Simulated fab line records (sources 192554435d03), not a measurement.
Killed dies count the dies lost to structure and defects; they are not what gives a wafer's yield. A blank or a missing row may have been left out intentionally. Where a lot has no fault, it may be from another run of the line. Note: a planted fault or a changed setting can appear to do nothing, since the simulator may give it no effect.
Chamber matching -- flow n5 finfet -- N5_FIN_SAQP_ETCH_34 on rie diel-01: 4 sister chambers
The step etches SiO2 in C4F6/O2, target depth 45 nm, time 15 s. 6 wafers are shown with their chamber, then 7 later ones without.

## WAFERS, EACH WITH ITS CHAMBER
wafer,chamber,rf vpp V (V),showerhead plenum p Torr (Torr)
L079.4,1,682,2.93
L085.4,0,645,2.89
L086.5,3,684,2.86
L086.6,2,658,2.75
L088.2,3,685,2.86
L088.4,2,658,2.74

## WAFERS WHOSE CHAMBER IS MISSING
wafer,rf vpp V (V),showerhead plenum p Torr (Torr)
L088.6,685,2.92
L092.3,645,2.89
L092.4,658,2.74
L092.5,683,2.92
L096.1,684,2.86
L096.2,644,2.88
L096.3,658,2.74

## WHICH CHAMBER EACH WENT THROUGH
wafer,from the rows above,in truth
L088.6,1,1
L092.3,0,0
L092.4,2,2
L092.5,1,1
L096.1,3,3
L096.2,0,0
L096.3,2,2
Correctly placed: 7 of 7. From these rows, 0 cannot be placed. Wrongly placed: 0.
How it was worked out, from the rows above alone: a wafer's distance from a chamber is the root of the sum, over the readings, of the square of ((its reading less the chamber's mean) divided by the reading's scatter). If the next closest chamber is less than 2 further off than the closest, the wafer can't be placed; otherwise it belongs to the closest. Each chamber's mean is taken over the wafers shown for it. The scatter is the square root of a quotient: the sum, over the shown wafers, of each reading's squared deviation from its chamber's mean, divided by wafers minus chambers.
